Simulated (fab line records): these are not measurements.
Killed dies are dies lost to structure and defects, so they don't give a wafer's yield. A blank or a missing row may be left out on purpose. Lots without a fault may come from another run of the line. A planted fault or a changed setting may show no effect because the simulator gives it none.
Comparing a struck lot with a sound one | flow nand_harc | 15 steps out of a route of 1302
Sound: wafers L911.1, L911.4, L911.6. Wafers L918.4, L918.6 were the ones struck. The cause comes at the end.
Order at every step that has rows: each side's tool, ch and its chambers, its first start. Under that, the readings that differ: sound wafers | struck wafers | difference of the means | sigmas: that difference in standard deviations of wafers without a fault.
alike: readings with means less than 2 such deviations apart, plus words and numbers identical on both sides. not compared: withheld readings, readings lacking a value on some wafer, bounds such as >300 that could conceal the same value, and numbers that have no deviation in the record and whose values overlap.
The two part at a step that has a row with sigmas, a row that says differs or no value, or rows on one side only. Non-overlapping numbers with no deviation appear without sigmas and do not part them. Lack of a reading on every wafer of one side parts them only where that side has two or more wafers.

NHARC_A_ONON_D2_THK_MEAS_02: measures by ellipsometry.
  sound: film_metro-02 at day 12 18:43; struck: film_metro-01 at day 15 14:56
  alike: thk_nm
next comes 1 step that has no rows for these wafers: NHARC_A_ONON_D2_DEP_03 (target thickness 1000 nm).
NHARC_A_ONON_D2_THK_MEAS_05: measures by ellipsometry.
  sound: film_metro-01 at day 12 19:17; struck: film_metro-02 at day 15 15:31
  alike: thk_nm
next comes 1 step that has no rows for these wafers: NHARC_A_ONON_D2_DEP_06 (target thickness 1000 nm).
NHARC_A_ONON_D2_THK_MEAS_08: measures by ellipsometry.
  sound: film_metro-02 at day 12 19:51; struck: film_metro-01 at day 15 16:05
  alike: thk_nm
next comes 1 step that has no rows for these wafers: NHARC_A_ONON_D2_DEP_09 (target thickness 1000 nm).
NHARC_A_ONON_D2_THK_MEAS_11: measures by ellipsometry.
  sound: film_metro-02 at day 12 20:25; struck: film_metro-02 at day 15 16:39
  alike: thk_nm
next comes 1 step that has no rows for these wafers: NHARC_A_ONON_D2_DEP_12 (target thickness 1000 nm).
NHARC_A_ONON_D2_THK_MEAS_14: measures by ellipsometry.
  sound: film_metro-02 at day 12 21:00; struck: film_metro-02 at day 15 17:13
  alike: thk_nm
then, 2 steps without rows for these wafers: NHARC_A_ONON_D2_ANNEAL_15 (time 3600 s); NHARC_A_ONON_D2_DEP_16 (target thk 1000 nm).
NHARC_A_ONON_D2_THK_MEAS_18: measures by ellipsometry.
  sound: film_metro-02 at day 13 04:22; struck: film_metro-01 at day 16 00:33
  alike: thk_nm
NHARC_A_ONON_D2_DEP_19: target thk 1000 nm.
  sound on pecvd_onon-03 ch 0, day 13 04:25; struck on pecvd_onon-03 ch 0, day 16 00:47
NHARC_A_ONON_D2_THK_MEAS_21: measures by ellipsometry.
  sound: film_metro-02 at day 13 04:55; struck: film_metro-01 at day 16 01:17
  reading     | sound          | struck    | difference | sigmas
  thk_nm (nm) | 1014 1014 1015 | 1401 1399 | +386       | +35
  not compared: hold
-- break in the record here, with 13 days between the starts of the struck wafers on either side (left off in module A_ONON_D2, picked up again in module END, where the first step shown is number 1302 on the route) --
NHARC_END_SORT_01:
  sound on prober-01 ch 0, day 24 11:39; struck on prober-02 ch 0, day 29 11:35
  reading         | sound    | struck                                            | difference                   | sigmas
  hold            | - - -    | await_dispo/0.6h/release await_dispo/0.6h/release | no value on the sound wafers |
  killed_at_array | 27 35 34 | 676 677                                           | +644                         | +32
  killed_dies     | 30 37 38 | 677 677                                           | +642                         | +32
  killed_short    | 1 0 1    | 4 5                                               | +4                           | +2
  alike: killed_at_other, killed_at_periphery, killed_open

## WHERE THEY PART
At NHARC_A_ONON_D2_THK_MEAS_21 first; at NHARC_END_SORT_01 last (within this record only).

WHY: what had been put in by the simulator
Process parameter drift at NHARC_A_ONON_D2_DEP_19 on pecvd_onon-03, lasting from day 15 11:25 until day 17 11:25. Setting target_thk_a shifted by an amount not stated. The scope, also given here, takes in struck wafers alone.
